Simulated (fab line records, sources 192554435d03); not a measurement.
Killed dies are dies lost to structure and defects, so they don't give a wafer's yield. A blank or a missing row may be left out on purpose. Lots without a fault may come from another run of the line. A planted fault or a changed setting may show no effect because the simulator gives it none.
fab line records | flow n5_finfet | part 1 of 2: steps 1 to 15 of 25
record lots=5 wafers=15 last_day=16
route steps=1938 shown MOL_CONTACT_COAG@607 BEOL_M0_SAQP@632
lots that met no fault: from a run of the same line without faults
start_h: hours from the record's first day to the start of the lot's first wafer shown | wait_h: hours since the lot's step before | " the same as in the row above | L1.1+2: a row that stands for several wafers | - no value, or no start given | * or withheld: withheld | < > ~ a bound
route shown NAME@n: a module of which the file shows steps, and the number in the route of the first | usual: mean/standard deviation of fault-free wafers | same: alike in all rows | chamber/n: place in a boat | sites: the reading at each site | _std_site: their standard deviation | _edge_site: outer sites' mean less inner sites' | radius_mm: how far each site lies from the wafer's centre | mask NAME#n: copy n | behind: the tool/chamber that last shaped the wafer | hold: why the lot was held/for how many hours/how that ended | device: the transistor (n, p or np) that didn't switch | end of line: the same wafers' tests at the end of the route | a step without rows: its recipe alone | killed: dies lost to structure and defects at the first sort, not the wafer's yield | map: a wafer's dies, x killed, . not, _ none there
set.NAME: the setting as run; set.NAME@STEP: as run at that earlier step | model.NAME: the simulator's own value behind a step, which no gauge read
lots at some steps of the route; a table a step, a row a wafer
services: from which hour (start_h, from the record's first day; less than 0 if before it) a tool's chamber was out of use, for how many hours, and why
## steps
# step N5_MOL_CONTACT_COAG_ETCH_66
# recipe chemistry=CF4 target=SiARC target_depth_a=130 mask_material=CAR-EUV time_s=21.7 ion_energy_ev=80 pressure_mtorr=40 source_w=545 bias_w=36 Ar_flow_sccm=100 cf4_flow_sccm=100 ends=cleared
# usual drypump_motor_current_A=5.7/0.38 etch_rf_on_time_s=21.4/0.44 oes_product_au=0.68/0.074 rf_vpp_V=183.9/1.1 showerhead_plenum_p_Torr=2.12/0.062 throttle_valve_pct=15.57/0.16
# columns lot.wafer tool chamber start_h wait_h drypump_motor_current_A etch_rf_on_time_s oes_product_au rf_hours_counter_h rf_vpp_V showerhead_plenum_p_Torr throttle_valve_pct
L078.3 rie_diel-06 3 124.42 0.0 6.4 21.9 0.62 174 183.5 2.05 15.55
L078.4 " 1 " " 5.4 21.4 0.67 115 182.4 2.15 15.30
L078.6 " 1 " " 5.4 21.5 0.67 - 183.8 2.15 15.30
L080.2 rie_diel-05 1 137.98 0.0 5.2 22.0 0.63 171 184.5 2.13 15.61
L080.3 " 2 " " 5.6 21.4 0.65 175 184.3 2.22 15.33
L080.6 " 1 " " 5.2 21.7 0.63 - 184.2 2.13 15.62
L090.2 rie_diel-03 1 194.86 0.0 5.3 20.9 0.81 14 184.8 2.19 15.56
L090.5 " 3 " " 5.6 21.6 0.75 - 183.7 2.09 15.48
L090.6 " 2 " " 6.1 20.9 0.64 - 182.8 2.04 15.63
L093.1 rie_diel-03 0 211.93 0.0 6.1 21.2 0.68 115 183.2 2.07 15.65
L093.3 " 3 " " 5.6 21.9 0.74 54 183.5 2.09 15.49
L093.4 " 1 " " 5.3 21.1 0.80 21 184.5 2.18 15.55
L095.3 rie_diel-05 1 226.68 0.0 5.2 21.6 0.61 204 183.2 2.12 15.69
L095.4 " 0 " " 5.7 21.2 0.62 208 183.1 2.12 15.74
L095.5 " 0 " " 5.7 21.2 0.61 - 184.3 2.12 15.72
# step N5_MOL_CONTACT_COAG_ALD_133
# recipe material=SiO2 target_thk_a=50 temp_c=100 ald_precursor_family=BDEAS ald_co_reactant=O2-plasma pulse_time_s=1 co_reactant_pulse_time_s=1 purge_time_s=2 co_reactant_purge_time_s=2 ald_cycles=35 pressure_torr=2
# usual heater_power_w=75/6.6 precursor_pulse_height_rel=1.001/0.02
# columns lot.wafer tool chamber start_h wait_h heater_power_w precursor_pulse_height_rel
L078.3 ald_sin-01 3 124.50 0.1 81 0.969
L078.4 " 1 " " 72 1.028
L078.6 " 3 " " 83 0.988
L080.2 ald_sin-01 1 138.06 0.1 73 1.037
L080.3 " 3 " " 85 0.984
L080.6 " 3 " " 85 0.998
L090.2 ald_sin-02 0 195.17 0.3 83 1.006
L090.5 " 3 " " 64 0.987
L090.6 " 0 " " 83 1.003
L093.1 ald_sin-01 0 212.01 0.1 76 1.055
L093.3 " 2 " " 80 0.981
L093.4 " 3 " " 82 0.987
L095.3 ald_sin-04 0 226.77 0.1 66 1.015
L095.4 " 1 " " 75 1.006
L095.5 " 3 " " 78 1.040
# step N5_MOL_CONTACT_COAG_ETCHBACK_134
# recipe chemistry=CHF3 target=SiO2 target_depth_a=100 time_s=6.7 ion_energy_ev=200 pressure_mtorr=30 source_w=610 bias_w=170 Ar_flow_sccm=200 CHF3_flow_sccm=50
# usual drypump_motor_current_A=5.6/0.38 oes_product_au=0.79/0.088 rf_vpp_V=526/10 showerhead_plenum_p_Torr=2.37/0.066 throttle_valve_pct=18.70/0.17
# columns lot.wafer tool chamber start_h wait_h drypump_motor_current_A oes_product_au rf_hours_counter_h rf_vpp_V showerhead_plenum_p_Torr throttle_valve_pct
L078.3 rie_diel-03 3 124.68 0.1 5.6 0.93 18 527 2.34 18.59
L078.4 " 3 " " 5.6 0.93 - 530 2.34 18.60
L078.6 " 0 " " 6.1 0.83 - 523 2.32 18.71
L080.2 rie_diel-06 3 138.23 0.1 6.4 0.72 180 524 2.28 18.67
L080.3 " 0 " " 5.1 0.71 217 537 2.45 18.91
L080.6 " 3 " " 6.4 0.73 - 522 2.28 18.67
L090.2 rie_diel-05 2 195.35 0.1 5.7 0.74 191 542 2.47 18.48
L090.5 " 2 " " 5.6 0.75 - 540 2.47 18.46
L090.6 " 3 " " 5.2 0.92 - 534 2.34 18.80
L093.1 rie_diel-03 2 212.19 0.1 6.2 0.74 183 523 2.27 18.76
L093.3 " 1 " " 5.3 0.93 21 539 2.42 18.66
L093.4 " 0 " " 6.1 0.81 115 522 2.31 18.79
L095.3 rie_diel-03 3 226.95 0.1 5.6 0.85 60 529 2.32 18.68
L095.4 " 1 " " 5.3 0.91 - 540 2.42 18.68
L095.5 " 3 " " 5.6 0.85 - 528 2.32 18.67
# step N5_MOL_CONTACT_COAG_ETCH_67
# recipe chemistry=N2/H2 target=SOC target_depth_a=600 overetch_a=210 mask_material=SiARC temp_c=40 time_s=101.2 ion_energy_ev=200 pressure_mtorr=30 source_w=840 bias_w=150 n2_flow_sccm=200 h2_flow_sccm=200
# usual drypump_motor_current_A=5.6/0.38 h2_flow_sccm=200.1/0.55 oes_product_au=0.66/0.07 rf_vpp_V=523.5/2.2 showerhead_plenum_p_Torr=2.52/0.071 temp_c=40.00/0.12 throttle_valve_pct=17.78/0.2
# columns lot.wafer tool chamber start_h wait_h drypump_motor_current_A h2_flow_sccm oes_product_au rf_hours_counter_h rf_vpp_V showerhead_plenum_p_Torr temp_c throttle_valve_pct
L078.3 rie_diel-03 3 124.72 0.0 5.6 199.7 0.77 18 522.5 2.49 39.99 17.66
L078.4 " 3 " " 5.6 200.5 0.77 - 521.8 2.49 40.04 17.64
L078.6 " 0 " " 6.2 201.2 0.69 - 522.7 2.46 39.92 17.65
L080.2 rie_diel-06 3 138.27 0.0 6.4 199.5 0.62 180 519.1 2.42 40.15 17.69
L080.3 " 0 " " 5.0 199.5 0.60 217 524.3 2.62 39.86 18.00
L080.6 " 3 " " 6.4 199.9 0.62 - 519.4 2.42 39.89 17.71
L090.2 rie_diel-05 2 195.38 0.0 5.7 200.8 0.62 191 526.3 2.62 40.15 17.48
L090.5 " 2 " " 5.7 200.3 0.62 - 527.0 2.62 40.09 17.49
L090.6 " 3 " " 5.2 200.5 0.75 - 521.9 2.49 39.89 17.86
L093.1 rie_diel-03 2 212.23 0.0 6.2 199.8 0.61 183 520.4 2.44 40.23 17.99
L093.3 " 1 " " 5.3 200.4 0.78 21 525.8 2.60 40.02 17.88
L093.4 " 0 " " 6.1 200.1 0.66 115 521.0 2.44 40.02 17.71
L095.3 rie_diel-03 3 226.98 0.0 5.6 200.0 0.72 60 521.8 2.48 40.04 17.73
L095.4 " 1 " " 5.3 200.1 0.77 - 524.5 2.60 39.94 17.89
L095.5 " 3 " " 5.6 200.1 0.72 - 522.6 2.48 40.01 17.72
# step N5_MOL_CONTACT_COAG_STRIP_68
# recipe chemistry=N2/H2 temp_c=40 n2_flow_sccm=200 h2_flow_sccm=200 rf_frequency_hz=6e+07
# columns lot.wafer tool chamber start_h wait_h
L078.3+4+6 rie_diel-03 3,3,0 124.79 0.0
L080.2+3+6 rie_diel-06 3,0,3 138.34 0.0
L090.2+5+6 rie_diel-05 2,2,3 195.45 0.0
L093.1+3+4 rie_diel-03 2,1,0 212.30 0.0
L095.3+4+5 rie_diel-03 3,1,3 227.05 0.0
# step N5_MOL_CONTACT_COAG_STRIP_69
# recipe chemistry=N2/H2 temp_c=40 n2_flow_sccm=200 h2_flow_sccm=200 rf_frequency_hz=6e+07
# columns lot.wafer tool chamber start_h wait_h
L078.3+4+6 rie_diel-03 3,3,0 124.80 0.0
L080.2+3+6 rie_diel-06 3,0,3 138.35 0.0
L090.2+5+6 rie_diel-05 2,2,3 195.46 0.0
L093.1+3+4 rie_diel-03 2,1,0 212.31 0.0
L095.3+4+5 rie_diel-03 3,1,3 227.06 0.0
# step N5_MOL_CONTACT_COAG_ETCHBACK_136
# recipe chemistry=CHF3 target=SiO2 target_depth_a=250 time_s=16.7 ion_energy_ev=200 pressure_mtorr=30 source_w=610 bias_w=170 Ar_flow_sccm=200 CHF3_flow_sccm=50
# usual drypump_motor_current_A=5.6/0.38 oes_product_au=0.79/0.09 rf_vpp_V=526/10 showerhead_plenum_p_Torr=2.37/0.066 throttle_valve_pct=18.71/0.17
# columns lot.wafer tool chamber start_h wait_h drypump_motor_current_A oes_product_au rf_hours_counter_h rf_vpp_V showerhead_plenum_p_Torr throttle_valve_pct
L078.3 rie_diel-03 3 124.81 0.0 5.6 0.93 18 529 2.34 18.60
L078.4 " 3 " " 5.6 0.94 - 529 2.34 18.62
L078.6 " 0 " " 6.1 0.83 - 522 2.32 18.71
L080.2 rie_diel-06 3 138.36 0.0 6.4 0.73 180 523 2.28 18.66
L080.3 " 0 " " 5.0 0.71 217 537 2.45 18.88
L080.6 " 3 " " 6.4 0.73 - 525 2.28 18.65
L090.2 rie_diel-05 2 195.47 0.0 5.7 0.75 191 540 2.47 18.46
L090.5 " 2 " " 5.7 0.74 - 540 2.47 18.47
L090.6 " 3 " " 5.2 0.92 - 532 2.34 18.83
L093.1 rie_diel-03 2 212.32 0.0 6.2 0.74 183 522 2.27 18.75
L093.3 " 1 " " 5.3 0.94 21 540 2.42 18.67
L093.4 " 0 " " 6.1 0.80 115 522 2.31 18.77
L095.3 rie_diel-03 3 227.07 0.0 5.6 0.85 60 526 2.32 18.68
L095.4 " 1 " " 5.3 0.93 - 541 2.42 18.69
L095.5 " 3 " " 5.6 0.86 - 528 2.32 18.67
# step N5_MOL_CONTACT_COAG_STRIP_120
# recipe chemistry=CHF3 resist=SiARC rf_frequency_hz=6e+07
# columns lot.wafer tool chamber start_h wait_h
L078.3+4+6 rie_diel-03 3,3,0 124.83 0.0
L080.2+3+6 rie_diel-06 3,0,3 138.38 0.0
L090.2+5+6 rie_diel-05 2,2,3 195.49 0.0
L093.1+3+4 rie_diel-03 2,1,0 212.34 0.0
L095.3+4+5 rie_diel-03 3,1,3 227.09 0.0
# step N5_MOL_CONTACT_COAG_VIA_ETCH_117
# recipe chemistry=C4F6/O2 target_depth_a=400 overetch_a=80 mask_material=SOC target=SiO2 bias_w=455 pressure_mtorr=10 time_s=26 source_w=325 Ar_flow_sccm=300 C4F6_flow_sccm=10 O2_flow_sccm=10 ion_energy_ev=575.3 ends=end_point
# usual drypump_motor_current_A=5.6/0.38 oes_product_au=0.70/0.072 rf_vpp_V=1593/29 showerhead_plenum_p_Torr=2.82/0.079 throttle_valve_pct=40.98/0.28
# columns lot.wafer tool chamber start_h wait_h drypump_motor_current_A oes_product_au rf_hours_counter_h rf_vpp_V showerhead_plenum_p_Torr throttle_valve_pct
L078.3 rie_diel-03 3 124.84 0.0 5.6 0.82 18 1600 2.79 40.97
L078.4 " 3 " " 5.6 0.82 - 1600 2.79 40.98
L078.6 " 0 " " 6.1 0.73 - 1582 2.77 41.42
L080.2 rie_diel-06 3 138.39 0.0 6.4 0.66 180 1587 2.73 40.60
L080.3 " 0 " " 5.1 0.64 217 1628 2.92 41.24
L080.6 " 3 " " 6.5 0.66 - 1586 2.73 40.58
L090.2 rie_diel-05 2 195.50 0.0 5.7 0.66 191 1634 2.96 40.68
L090.5 " 2 " " 5.7 0.66 - 1633 2.96 40.67
L090.6 " 3 " " 5.2 0.79 - 1611 2.79 41.46
L093.1 rie_diel-03 2 212.35 0.0 6.2 0.65 183 1582 2.71 40.88
L093.3 " 1 " " 5.3 0.82 21 1634 2.89 41.02
L093.4 " 0 " " 6.1 0.70 115 1581 2.76 41.43
L095.3 rie_diel-03 3 227.10 0.0 5.6 0.77 60 1599 2.77 41.03
L095.4 " 1 " " 5.3 0.81 - 1636 2.89 41.01
L095.5 " 3 " " 5.6 0.76 - 1598 2.77 41.02
# step N5_MOL_CONTACT_COAG_ETCH_124
# recipe chemistry=CH3F/O2 target=SiNx target_depth_a=65 mask_material=SOC stop_on=SiOC over_etch_frac=0.3 ion_energy_ev=120 pressure_mtorr=30 source_w=395 bias_w=73 Ar_flow_sccm=150 CH3F_flow_sccm=30 O2_flow_sccm=20 ends=end_point
# usual CH3F_flow_sccm=30.00/0.09 drypump_motor_current_A=5.6/0.38 oes_product_au=0.67/0.071 rf_vpp_V=299/5.8 showerhead_plenum_p_Torr=1.99/0.058 throttle_valve_pct=16.30/0.16
# columns lot.wafer tool chamber start_h wait_h CH3F_flow_sccm drypump_motor_current_A oes_product_au rf_hours_counter_h rf_vpp_V showerhead_plenum_p_Torr throttle_valve_pct
L078.3 rie_diel-03 3 124.87 0.0 30.02 5.6 0.79 18 298 1.96 16.15
L078.4 " 3 " " 30.05 5.6 0.79 - 300 1.96 16.14
L078.6 " 0 " " 29.97 6.1 0.71 - 296 1.95 16.32
L080.2 rie_diel-06 3 138.42 0.0 29.93 6.5 0.62 180 298 1.91 16.29
L080.3 " 0 " " 30.03 5.0 0.61 217 304 2.06 16.52
L080.6 " 3 " " 30.09 6.4 0.62 - 296 1.91 16.31
L090.2 rie_diel-05 2 195.53 0.0 29.95 5.6 0.63 191 307 2.09 16.11
L090.5 " 2 " " 29.98 5.6 0.63 - 307 2.08 16.12
L090.6 " 3 " " 30.15 5.2 0.75 - 301 1.96 16.33
L093.1 rie_diel-03 2 212.38 0.0 30.09 6.1 0.62 183 297 1.91 16.39
L093.3 " 1 " " 30.03 5.3 0.79 21 308 2.04 16.22
L093.4 " 0 " " 30.02 6.1 0.68 115 296 1.94 16.39
L095.3 rie_diel-03 3 227.13 0.0 29.78 5.6 0.73 60 301 1.95 16.23
L095.4 " 1 " " 30.03 5.3 0.78 - 307 2.04 16.25
L095.5 " 3 " " 29.90 5.6 0.73 - 299 1.95 16.23
# step N5_MOL_CONTACT_COAG_ETCH_48
# recipe chemistry=C4F6/O2 target_depth_a=150 overetch_a=45 mask_material=SOC target=SiOC bias_w=465 pressure_mtorr=10 time_s=17 source_w=335 Ar_flow_sccm=300 C4F6_flow_sccm=10 O2_flow_sccm=10 ion_energy_ev=576
# usual drypump_motor_current_A=5.6/0.38 oes_product_au=0.66/0.071 rf_vpp_V=1595/29 showerhead_plenum_p_Torr=2.82/0.079 throttle_valve_pct=40.53/0.28
# columns lot.wafer tool chamber start_h wait_h drypump_motor_current_A oes_product_au rf_hours_counter_h rf_vpp_V showerhead_plenum_p_Torr throttle_valve_pct
L078.3 rie_diel-03 3 124.91 0.0 5.6 0.78 18 1602 2.79 40.56
L078.4 " 3 " " 5.6 0.76 - 1602 2.79 40.55
L078.6 " 0 " " 6.1 0.68 - 1583 2.77 40.96
L080.2 rie_diel-06 3 138.46 0.0 6.4 0.61 180 1588 2.73 40.17
L080.3 " 0 " " 5.0 0.61 217 1630 2.92 40.78
L080.6 " 3 " " 6.4 0.62 - 1589 2.73 40.16
L090.2 rie_diel-05 2 195.57 0.0 5.7 0.63 191 1637 2.96 40.23
L090.5 " 2 " " 5.6 0.59 - 1637 2.96 40.23
L090.6 " 3 " " 5.2 0.73 - 1612 2.79 41.00
L093.1 rie_diel-03 2 212.42 0.0 6.1 0.64 183 1583 2.72 40.45
L093.3 " 1 " " 5.3 0.75 21 1638 2.89 40.55
L093.4 " 0 " " 6.1 0.65 115 1585 2.76 40.99
L095.3 rie_diel-03 3 227.17 0.0 5.6 0.70 60 1601 2.77 40.58
L095.4 " 1 " " 5.3 0.76 - 1637 2.89 40.58
L095.5 " 3 " " 5.6 0.70 - 1599 2.77 40.58
# step N5_MOL_CONTACT_COAG_STRIP_72
# recipe chemistry=N2/H2 power_w=450 temp_c=40 pressure_mtorr=20 rf_frequency_hz=6e+07 overash_fraction=3 bias_power_w=7 h2_frac=0.5 n2_flow_sccm=200 h2_flow_sccm=200
# usual drypump_motor_current_A=5.6/0.38 h2_flow_sccm=200.0/0.65 oes_product_au=0.79/0.091 rf_vpp_V=59.1/1.9 showerhead_plenum_p_Torr=2.52/0.071 temp_c=39.99/0.11 throttle_valve_pct=23.57/0.26
# columns lot.wafer tool chamber start_h wait_h drypump_motor_current_A h2_flow_sccm oes_product_au rf_hours_counter_h rf_vpp_V showerhead_plenum_p_Torr temp_c throttle_valve_pct
L078.3 rie_diel-03 3 124.96 0.0 5.6 201.0 0.95 18 60.6 2.49 39.97 23.56
L078.4 " 3 " " 5.6 200.2 0.95 - 59.6 2.49 39.96 23.52
L078.6 " 0 " " 6.1 199.4 0.83 - 61.4 2.45 39.99 23.37
L080.2 rie_diel-06 3 138.51 0.0 6.4 199.5 0.73 180 61.0 2.41 40.06 23.32
L080.3 " 0 " " 5.1 198.8 0.72 217 61.3 2.61 39.97 23.81
L080.6 " 3 " " 6.4 200.3 0.71 - 59.2 2.41 40.14 23.35
L090.2 rie_diel-05 2 195.63 0.0 5.7 199.9 0.74 191 59.4 2.62 39.87 23.20
L090.5 " 2 " " 5.7 200.2 0.76 - 59.8 2.62 40.01 23.20
L090.6 " 3 " " 5.2 200.9 0.92 - 57.8 2.48 40.00 23.82
L093.1 rie_diel-03 2 212.47 0.0 6.1 200.2 0.73 183 56.6 2.43 39.90 23.85
L093.3 " 1 " " 5.3 200.9 0.92 21 59.0 2.60 39.93 23.81
L093.4 " 0 " " 6.1 200.0 0.79 115 56.9 2.44 40.07 23.42
L095.3 rie_diel-03 3 227.23 0.0 5.6 199.9 0.86 60 60.1 2.47 39.97 23.58
L095.4 " 1 " " 5.3 199.9 0.92 - 55.7 2.59 40.06 23.84
L095.5 " 3 " " 5.6 199.0 0.86 - 55.8 2.47 40.15 23.55
# step N5_MOL_CONTACT_COAG_STRIP_49
# recipe chemistry=N2/H2 time_s=30 power_w=1000 temp_c=250 pressure_mtorr=withheld n2_flow_sccm=1750 h2_flow_sccm=3250
# usual drypump_motor_current_A=5.40/0.16 h2_flow_sccm=3249/10 heater_power_w=342/36 temp_c=250.01/0.19
# columns lot.wafer tool chamber start_h wait_h drypump_motor_current_A h2_flow_sccm heater_power_w rf_hours_counter_h temp_c
L078.3 plasma_asher-02 1 125.06 - 5.34 3232 294 - 250.03
L078.4 " 0 " " 5.52 3248 372 - 250.09
L078.6 " 1 " " 5.31 3231 292 - 249.94
L080.2 plasma_asher-02 1 138.60 - 5.26 3253 300 98 249.77
L080.3 " 1 " " 5.29 3255 295 - 249.76
L080.6 " 1 " " 5.30 3270 296 - 249.84
L090.2 plasma_asher-02 1 195.71 - 5.32 3263 291 108 250.04
L090.5 " 0 " " 5.51 3249 387 - 249.74
L090.6 " 1 " " 5.29 3252 295 - 250.22
L093.1 plasma_asher-01 1 212.55 - 5.59 3245 383 68 249.87
L093.3 " 0 " " 5.16 3255 329 - 249.89
L093.4 " 1 " " 5.58 3252 379 - 249.86
L095.3 plasma_asher-02 0 227.33 - 5.53 3237 374 - 250.26
L095.4 " 1 " " 5.29 3247 295 - 249.91
L095.5 " 1 " " 5.27 3257 301 - 250.10
# step N5_MOL_CONTACT_COAG_PRECLEAN_138
# recipe chemistry=alkaline_clean temp_c=60 time_s=60 do_ppb=50
# usual temp_c=60.00/0.11
# columns lot.wafer tool chamber start_h wait_h temp_c
L078.3 wet_bench-05 6 125.13 0.0 60.01
L078.4 " 5 " " 59.91
L078.6 " 7 " " 60.29
L080.2 wet_bench-05 5 138.68 0.1 59.95
L080.3 " 1 " " 60.04
L080.6 " 3 " " 59.99
L090.2 wet_bench-01 0 195.79 0.1 60.05
L090.5 " 1 " " 59.98
L090.6 " 6 " " 59.72
L093.1 wet_bench-05 2 212.64 0.1 60.02
L093.3 " 0 " " 59.84
L093.4 " 5 " " 59.95
L095.3 wet_bench-06 0 227.40 0.0 59.94
L095.4 " 3 " " 59.97
L095.5 " 6 " " 59.90
# step N5_MOL_CONTACT_COAG_SRD_139
# recipe dry=ipa_marangoni time_s=30 temp_c=23 rinse_liquid=diw
# usual temp_c=23.00/0.099
# columns lot.wafer tool chamber start_h wait_h temp_c
L078.3 wet_bench-05 6 125.15 0.0 22.89
L078.4 " 5 " " 22.91
L078.6 " 7 " " 22.98
L080.2 wet_bench-05 5 138.70 0.0 23.00
L080.3 " 1 " " 23.08
L080.6 " 3 " " 22.96
L090.2 wet_bench-01 0 195.81 0.0 22.98
L090.5 " 1 " " 22.95
L090.6 " 6 " " 23.02
L093.1 wet_bench-05 2 212.66 0.0 22.85
L093.3 " 0 " " 23.13
L093.4 " 5 " " 23.27
L095.3 wet_bench-06 0 227.42 0.0 22.98
L095.4 " 3 " " 23.00
L095.5 " 6 " " 22.95
